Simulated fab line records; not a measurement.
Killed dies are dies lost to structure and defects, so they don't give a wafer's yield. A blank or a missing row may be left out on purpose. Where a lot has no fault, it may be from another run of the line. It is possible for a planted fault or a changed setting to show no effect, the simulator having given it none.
The tool behind it: which one? ; flow nand harc ; 12 lots with 36 wafers sampled at 6 steps, on a route of 1302 steps

## WHAT THE GAUGES SHOWED, per wafer
NHARC_THIN_TSV_CD_MEAS_37.
lot;measured;on;cd nm (nm)
L417;day 24 19:04;cd sem-02;5006.2 5005.4 4997.0
L414;day 24 20:13;cd sem-01;4998.4 4993.9 4997.6
L418;day 25 06:41;cd sem-03;5001.6 5000.4 5001.8
L419;day 25 07:40;cd sem-03;5001.1 4997.3 5002.9
L423;day 28 07:23;cd sem-01;5002.5 5003.1 5000.8
L424;day 28 13:31;cd sem-01;5001.5 5002.1 4998.1
L431;day 31 03:04;cd sem-03;5002.7 5004.5 4999.7
L433;day 31 23:28;cd sem-03;5000.1 5014.1 5014.5
L434;day 32 19:29;cd sem-02;5018.2 5003.6 5017.7
L436;day 32 20:44;cd sem-02;5001.3 5000.6 5002.7
L435;day 33 02:06;cd sem-01;5000.4 4997.9 5002.6
L437;day 33 21:22;cd sem-01;5000.7 5000.6 4997.9

NHARC_END_SORT_01.
lot;measured;on;defect limited yield (%);killed at array;killed at other;killed at periphery;killed dies;killed open;killed short
L414;day 25 04:38;prober-02;88.9 88.3 89.1;70 75 72;0 1 0;5 3 2;75 79 74;3 4 7;1 6 4
L419;day 25 21:46;prober-01;95.3 96.2 96.5;27 19 17;0 1 0;5 6 7;32 26 24;2 5 2;5 2 2
L423;day 28 15:37;prober-01;90.8 91.4 90.3;61 54 63;0 2 1;1 2 2;62 58 66;2 3 2;2 1 5
L434;day 33 03:55;prober-02;0 89.1 0;61 72 59;612 0 613;4 2 5;677 74 677;6 1 2;4 5 3

## EACH LOT AND THE TOOL THAT RAN IT (in order: tool; ch and the chambers of the sampled wafers; start)
lot;NHARC_THIN_TSV_DEGAS_49;NHARC_THIN_TSV_ANNEAL_52;NHARC_THIN_TSV_DESCUM_35;NHARC_THIN_TSV_ETCH_59
L417;pvd sputter-01, day 24 14:33;rtp anneal-01 ch 0, day 24 15:52;rie diel-09 ch 1,2, day 24 17:47;rie metal-02 ch 0,1, day 24 18:01
L414;pvd sputter-02, day 24 15:45;rtp anneal-02 ch 0, day 24 16:56;rie diel-13 ch 0,1,3, day 24 18:58;rie metal-01 ch 1, day 24 19:06
L418;pvd sputter-03, day 25 02:13;rtp anneal-01 ch 0, day 25 03:24;rie diel-13 ch 0,2,3, day 25 05:25;rie metal-03 ch 1, day 25 05:34
L419;pvd sputter-03, day 25 03:14;rtp anneal-02 ch 0, day 25 04:30;rie diel-09 ch 0,2,3, day 25 06:25;rie metal-02 ch 0,1, day 25 06:37
L423;pvd sputter-02, day 28 02:47;rtp anneal-02 ch 0, day 28 03:59;rie diel-09 ch 1,2,3, day 28 06:08;rie metal-01 ch 0,1, day 28 06:14
L424;pvd sputter-01, day 28 09:05;rtp anneal-02 ch 0, day 28 10:22;rie diel-10 ch 0,1,2, day 28 12:16;rie metal-02 ch 0,1, day 28 12:26
L431;pvd sputter-01, day 30 22:37;rtp anneal-02 ch 0, day 30 23:50;rie diel-09 ch 0,1,3, day 31 01:48;rie metal-01 ch 0,1, day 31 01:54
L433;pvd sputter-03, day 31 18:38;rtp anneal-01 ch 0, day 31 19:56;rie diel-10 ch 0,3, day 31 21:56;rie metal-03 ch 0, day 31 22:13
L434;pvd sputter-03, day 32 15:01;rtp anneal-01 ch 0, day 32 16:16;rie diel-13 ch 1,2, day 32 18:13;rie metal-03 ch 0,1, day 32 18:20
L436;pvd sputter-03, day 32 16:10;rtp anneal-02 ch 0, day 32 17:28;rie diel-09 ch 0,2,3, day 32 19:28;rie metal-01 ch 0,1, day 32 19:35
L435;pvd sputter-03, day 32 21:33;rtp anneal-02 ch 0, day 32 22:46;rie diel-13 ch 0,1,2, day 33 00:50;rie metal-02 ch 0, day 33 00:57
L437;pvd sputter-03, day 33 16:45;rtp anneal-01 ch 0, day 33 17:59;rie diel-13 ch 1,2,3, day 33 20:04;rie metal-01 ch 0,1, day 33 20:11
- NHARC_THIN_TSV_DEGAS_49: time 120 s.
- NHARC_THIN_TSV_ANNEAL_52: time 90 s.
- NHARC_THIN_TSV_DESCUM_35: chemistry O2, time 3 s.
- NHARC_THIN_TSV_ETCH_59: etches the open film in Cl2/BCl3, target depth 880 nm, time 138.1 s.

## AS READ BY THE TOOLS THEMSELVES (means over the sampled wafers that have a number; for cases with no such wafer, the mark the record gives instead)
NHARC_THIN_TSV_DEGAS_49.
lot;tool;heater power w (W)
L417;pvd sputter-01;480
L414;pvd sputter-02;507
L418;pvd sputter-03;501
L419;pvd sputter-03;487
L423;pvd sputter-02;474
L424;pvd sputter-01;487
L431;pvd sputter-01;497
L433;pvd sputter-03;488
L434;pvd sputter-03;495
L436;pvd sputter-03;479
L435;pvd sputter-03;486
L437;pvd sputter-03;473

NHARC_THIN_TSV_ANNEAL_52.
lot;tool;wafer_temp_C_max
L417;rtp anneal-01;226.04
L414;rtp anneal-02;226.27
L418;rtp anneal-01;225.90
L419;rtp anneal-02;225.80
L423;rtp anneal-02;226.13
L424;rtp anneal-02;226.09
L431;rtp anneal-02;226.10
L433;rtp anneal-01;226.08
L434;rtp anneal-01;225.86
L436;rtp anneal-02;226.08
L435;rtp anneal-02;225.90
L437;rtp anneal-01;226.30

NHARC_THIN_TSV_DESCUM_35.
lot;tool;drypump motor current A (A);oes product au (a.u.);rf vpp V (V);showerhead plenum p Torr (Torr);throttle valve pct (%)
L417;rie diel-09;6.2;1.014;57.5;1.98;11.311
L414;rie diel-13;6.0;1.002;58.2;1.94;11.320
L418;rie diel-13;5.7;0.993;57.6;1.88;11.310
L419;rie diel-09;6.0;1.002;58.4;1.99;11.308
L423;rie diel-09;6.1;0.997;58.8;2.02;11.303
L424;rie diel-10;5.5;0.988;57.8;1.92;11.308
L431;rie diel-09;6.1;0.999;57.6;1.95;11.310
L433;rie diel-10;5.8;1.008;57.8;1.79;11.321
L434;rie diel-13;5.7;0.998;57.0;1.83;11.319
L436;rie diel-09;6.0;0.994;59.0;1.99;11.310
L435;rie diel-13;5.7;1.003;57.9;1.85;11.315
L437;rie diel-13;6.0;0.999;58.2;1.91;11.320

NHARC_THIN_TSV_ETCH_59.
lot;tool;drypump motor current A (A);mfc cl2 sccm (sccm);oes product au (a.u.);rf fwd power W (W);throttle valve pct (%)
L417;rie metal-02;5.4;60.07;0.996;895;22.266
L414;rie metal-01;6.2;59.98;0.998;897;22.252
L418;rie metal-03;6.6;59.88;0.990;895;22.270
L419;rie metal-02;5.4;59.87;1.004;897;22.259
L423;rie metal-01;5.9;59.88;0.998;897;22.259
L424;rie metal-02;5.1;59.87;1.006;897;22.262
L431;rie metal-01;5.7;59.94;1.003;895;22.266
L433;rie metal-03;6.0;60.00;0.813;892;22.267
L434;rie metal-03;6.2;59.94;0.816;894;22.266
L436;rie metal-01;5.7;60.21;1.002;898;22.262
L435;rie metal-02;4.9;59.99;0.992;893;22.257
L437;rie metal-01;5.9;59.96;1.002;896;22.268

## THE ANSWER, worked out from the rows above alone
Rule: the usual values come from the lots themselves. Put in order of their means at a reading, lots are off if they are a third of the lots or fewer, leave a main group of 4 or more, and stand apart from it by a gap of 3 or more times the standard deviation of the main group's means; of several such gaps the widest counts. A main group whose means are all the same, to the digits that the tables above print for the reading, isn't used. Also off: a lot with no number at a reading for which 4 or more lots have one. Any other lot the step has rows for is counted as sound. After the gauges, taken in route order, come the tools' own readings; for these a lot's mean is taken, as printed above. At the first step where some lot is off, the reading lying furthest off is the one used; lots without a number count as furthest.
Off, at NHARC_THIN_TSV_CD_MEAS_37 on cd nm: L433, L434. Main group: mean 5000.8 nm, sd 1.7.
If a tool, at a process step before that reading, ran all the lots that are off and no sound lot after the first of them, it fits. Not tried: the gauges at NHARC_THIN_TSV_CD_MEAS_37; whatever is off there is also off at NHARC_THIN_TSV_ETCH_59, on other tools, and gauge error can't account for it. One candidate fits, namely rie metal-03 at NHARC_THIN_TSV_ETCH_59. Its last sound lot is L418 (day 25 05:34), its first lot that is off L433 (day 31 22:13): a fault that began between those two fits.
On the lots that are off, the tool's own readings at NHARC_THIN_TSV_ETCH_59 differ by more than 5 times the standard deviation of the sound lots' means, which bears it out; oes product au reads 0.815 a.u. there versus 0.999 a.u. on the sound lots.

## WHAT HAD BEEN PUT IN BY THE SIMULATOR
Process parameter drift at NHARC_THIN_TSV_ETCH_59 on rie metal-03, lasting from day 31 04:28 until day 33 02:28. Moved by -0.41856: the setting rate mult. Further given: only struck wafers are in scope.
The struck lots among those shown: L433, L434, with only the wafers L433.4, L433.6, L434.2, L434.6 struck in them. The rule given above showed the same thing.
